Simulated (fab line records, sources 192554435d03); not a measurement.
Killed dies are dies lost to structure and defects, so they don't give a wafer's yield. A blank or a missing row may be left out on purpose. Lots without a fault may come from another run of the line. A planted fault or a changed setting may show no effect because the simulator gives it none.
Which tool did it? | flow n5_finfet | 12 lots, 36 wafers sampled, at 1 step of a route of 1938

WHAT THE GAUGES READ, wafer by wafer
N5_BEOL_M4_OCD_MEAS_38.
lot  | measured     | on     | trench_depth_nm (nm)
L077 | day 8 01:05  | ocd-02 | 55.2 56.0 56.2
L076 | day 8 06:01  | ocd-02 | 55.9 56.9 53.6
L080 | day 9 05:56  | ocd-01 | 56.1 55.4 56.7
L081 | day 9 09:32  | ocd-01 | 55.8 54.9 54.9
L083 | day 9 14:10  | ocd-01 | 56.3 54.2 53.7
L085 | day 10 13:54 | ocd-02 | 57.5 56.2 56.0
L087 | day 11 02:39 | ocd-01 | 55.6 56.2 52.9
L090 | day 11 11:55 | ocd-01 | 55.9 56.9 55.7
L091 | day 11 23:50 | ocd-01 | 55.5 54.6 54.5
L093 | day 12 11:39 | ocd-02 | 54.5 55.6 55.6
L095 | day 12 21:26 | ocd-01 | 55.1 54.6 54.1
L097 | day 13 14:26 | ocd-02 | 54.2 54.2 54.8

WHICH TOOL RAN EACH LOT (tool, then ch and the chambers of the sampled wafers, then the start)
The record holds no process step before these readings.

THE ANSWER, worked out from the rows above alone
Rule: what is usual is taken from the lots themselves. Put in order of their means at a reading, lots are off if they are a third of the lots or fewer, leave a main group of 4 or more, and stand apart from it by a gap of 3 or more times the standard deviation of the main group's means; of several such gaps the widest counts. A main group whose means are all the same, to the digits that the tables above print for the reading, isn't used. A lot without any number at a reading at which 4 lots or more have one is off too. The other lots that the step has rows for count as sound.
No lot is off at any reading shown: from this, nothing can be told.

WHAT THE SIMULATOR HAD PUT IN
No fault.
